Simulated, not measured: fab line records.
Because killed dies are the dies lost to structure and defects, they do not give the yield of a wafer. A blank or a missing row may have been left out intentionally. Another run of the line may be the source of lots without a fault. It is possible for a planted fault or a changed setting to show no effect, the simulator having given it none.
Split-lot trial | flow n5_finfet | 7 lots, 21 wafers read, on a route of 1938 steps

THE SPLIT ITSELF
At N5_SD_ACTIVATION_LSA_01 (time 0.0008 s), the setting temp_c was moved away from the recipe's 1080 C on 3 of the 21 wafers read, by -1.7% to -1.2%. The other wafers ran this setting at the recipe's value.

No step appears in the file between the split and the reading.

THE READING
At N5_SD_ACTIVATION_RS_MEAS_03, a four-point-probe measurement gives RS_SD_N in ohm/sq. A value of 21.86 ohm/sq with a standard deviation of 0.28 ohm/sq is what fault-free wafers of this fab line usually give.

wafer  | tool, chamber at the split | temp_c as run, C | against the recipe | RS_SD_N, ohm/sq | against lot-mates on the recipe
L076.3 | laser_anneal-01, 0         | 1080             | recipe             | 21.44           | -
L076.4 | laser_anneal-01, 0         | 1080             | recipe             | 21.35           | -
L076.6 | laser_anneal-01, 0         | 1080             | recipe             | 21.54           | -
L077.3 | laser_anneal-02, 0         | 1080             | recipe             | 21.87           | -
L077.5 | laser_anneal-02, 0         | 1062             | -1.7%              | 23.98           | +2.04
L077.6 | laser_anneal-02, 0         | 1080             | recipe             | 22.02           | -
L078.4 | laser_anneal-01, 0         | 1080             | recipe             | 22.11           | -
L078.5 | laser_anneal-01, 0         | 1065             | -1.4%              | 23.98           | +1.91
L078.6 | laser_anneal-01, 0         | 1080             | recipe             | 22.03           | -
L082.2 | laser_anneal-01, 0         | 1080             | recipe             | 22.01           | -
L082.4 | laser_anneal-01, 0         | 1080             | recipe             | 21.74           | -
L082.6 | laser_anneal-01, 0         | 1080             | recipe             | 21.72           | -
L083.3 | laser_anneal-02, 0         | 1080             | recipe             | 22.13           | -
L083.5 | laser_anneal-02, 0         | 1080             | recipe             | 22.42           | -
L083.6 | laser_anneal-02, 0         | 1080             | recipe             | 22.33           | -
L090.3 | laser_anneal-01, 0         | 1080             | recipe             | 22.56           | -
L090.4 | laser_anneal-01, 0         | 1080             | recipe             | 22.30           | -
L090.6 | laser_anneal-01, 0         | 1080             | recipe             | 22.11           | -
L094.2 | laser_anneal-01, 0         | 1067             | -1.2%              | 23.40           | +1.48
L094.3 | laser_anneal-01, 0         | 1080             | recipe             | 21.65           | -
L094.4 | laser_anneal-01, 0         | 1080             | recipe             | 22.19           | -

THE FIT
A straight line over all 21 wafers: RS_SD_N changes by -1.27 ohm/sq for each +1% of temp_c; r = -0.90; the points scatter about the line by 0.33 ohm/sq.
The same after taking each lot's own level away (the mean of its wafers on the recipe; 21 wafers): -1.27 ohm/sq for each +1%; r = -0.98; scatter 0.15 ohm/sq.
According to that fit, moving temp_c by its largest amount changes the reading by 2.1 ohm/sq.
From 21.443 to 22.323 ohm/sq: that is the span of the lots' own levels, equal to 3.1 times the standard deviation above.
Consequently the slope shifts little with the lot-to-lot level, the two slopes agreeing.
Check: for one of the wafers moved furthest among these (-1.7%), held out of the fit, the line's prediction against its lot-mates is +2.19 ohm/sq. It came out at +2.04 ohm/sq against them.
Tool readings at the split's step, against how far the setting was moved: wafer_temp_C_max r = +0.99.

ADDITIONAL SPLITS CARRIED BY THESE WAFERS
Before the reading, these wafers also passed through other splits. Each is held against what the fit with the lots' levels taken away leaves over:
other split on the same wafers | wafers away from the commonest value | r with RS_SD_N (lot level and that fit taken away)
N5_SD_EPI_P_EPI_21 temp_c      | 3                                    | -0.39

THE WHOLE CHAIN: every reading that the file lists as answering this split, in the file's order
step                        | what it does                 | reading          | change (the file's fit)              | r (the file's)
N5_SD_ACTIVATION_LSA_01     | time 0.0008 s                | wafer_temp_C_max | withheld for each +1% of the setting | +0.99
N5_SD_ACTIVATION_RS_MEAS_03 | measures by four-point-probe | RS_SD_N          | -1.27 for each +1% of the setting    | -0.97

THE FILE'S OWN FIT
RS_SD_N changes by -1.27 ohm/sq for each +1% of temp_c, r = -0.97.
